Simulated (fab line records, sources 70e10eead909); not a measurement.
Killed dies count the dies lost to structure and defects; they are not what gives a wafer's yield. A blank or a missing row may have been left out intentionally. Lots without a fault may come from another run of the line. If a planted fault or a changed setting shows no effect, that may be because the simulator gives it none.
2 desks looking at one fault || flow nand_harc || each desk holds nothing but its own numbers, with what lay behind them at the end

## METROLOGY DESK
What the gauges read, lot by lot, whatever tool the lot ran on: means of the sampled wafers that have a number. A lot is out of limits, marked OUT, if its mean lies more than 4 standard deviations from the usual mean; the brackets give that distance.
Columns: A = cd_nm at NHARC_P_ZERO_WELL_CD_MEAS_52, usual 1999.9 nm
{"lot": "L369", "first seen here": "day 1 23:38", "A": 1999.5}
{"lot": "L371", "first seen here": "day 2 11:37", "A": 1999.9}
{"lot": "L372", "first seen here": "day 2 17:55", "A": 2001.0}
{"lot": "L373", "first seen here": "day 2 23:55", "A": 1998.0}
{"lot": "L375", "first seen here": "day 3 11:42", "A": 1999.9}
{"lot": "L377", "first seen here": "day 3 23:38", "A": 2000.9}
{"lot": "L378", "first seen here": "day 4 05:41", "A": 1998.6}
{"lot": "L381", "first seen here": "day 4 23:59", "A": 1999.4}
{"lot": "L383", "first seen here": "day 5 11:55", "A": 2002.1}
{"lot": "L385", "first seen here": "day 6 00:10", "A": 1999.2}
{"lot": "L386", "first seen here": "day 6 05:50", "A": 1999.4}
{"lot": "L390", "first seen here": "day 7 05:52", "A": 1999.1}
This desk's finding: nothing out of limits on any of the 12 lots.

## TOOL OWNER'S DESK, litho_track-03
The tool's own readings at NHARC_P_ZERO_WELL_SOFTBAKE_06 (time 70 s): means of the sampled wafers that have a number, for each lot that ran on this tool. A lot is out of limits, marked OUT, if its mean lies more than 4 standard deviations from the usual mean; the brackets give that distance.
Columns: A = heater_power_total_W at NHARC_P_ZERO_WELL_SOFTBAKE_06, usual 200.9 W
{"lot": "L371", "first seen here": "day 2 06:00", "A": 200.5}
{"lot": "L375", "first seen here": "day 3 06:00", "A": 201.4}
{"lot": "L381", "first seen here": "day 4 18:00", "A": 201.2}
{"lot": "L383", "first seen here": "day 5 06:00", "A": "290.6 (+69) OUT"}
{"lot": "L385", "first seen here": "day 5 18:00", "A": "291.0 (+69) OUT"}
Finding of this desk: L383, L385 out of limits; the first was L383 at day 5 06:00, on heater_power_total_W at NHARC_P_ZERO_WELL_SOFTBAKE_06. In limits: L371, L375, L381.

## TAKEN TOGETHER
An alarm could have come from the tool owner's desk at day 5 06:00, on L383, L385.
At the metrology desk, nothing out of limits was observed.
The metrology desk holds a record of L383, L385, inside its limits.
Every lot named ran NHARC_P_ZERO_WELL_SOFTBAKE_06 on litho_track-03.

## WHAT THE SIMULATOR HAD INSERTED
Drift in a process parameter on litho_track-03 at NHARC_P_ZERO_WELL_SOFTBAKE_06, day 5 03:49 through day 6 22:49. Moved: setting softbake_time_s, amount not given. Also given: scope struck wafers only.
Shown lots that were struck: L383, L385.
Each desk's first reading out of limits, in hours after the fault started: the tool owner's desk, 2.
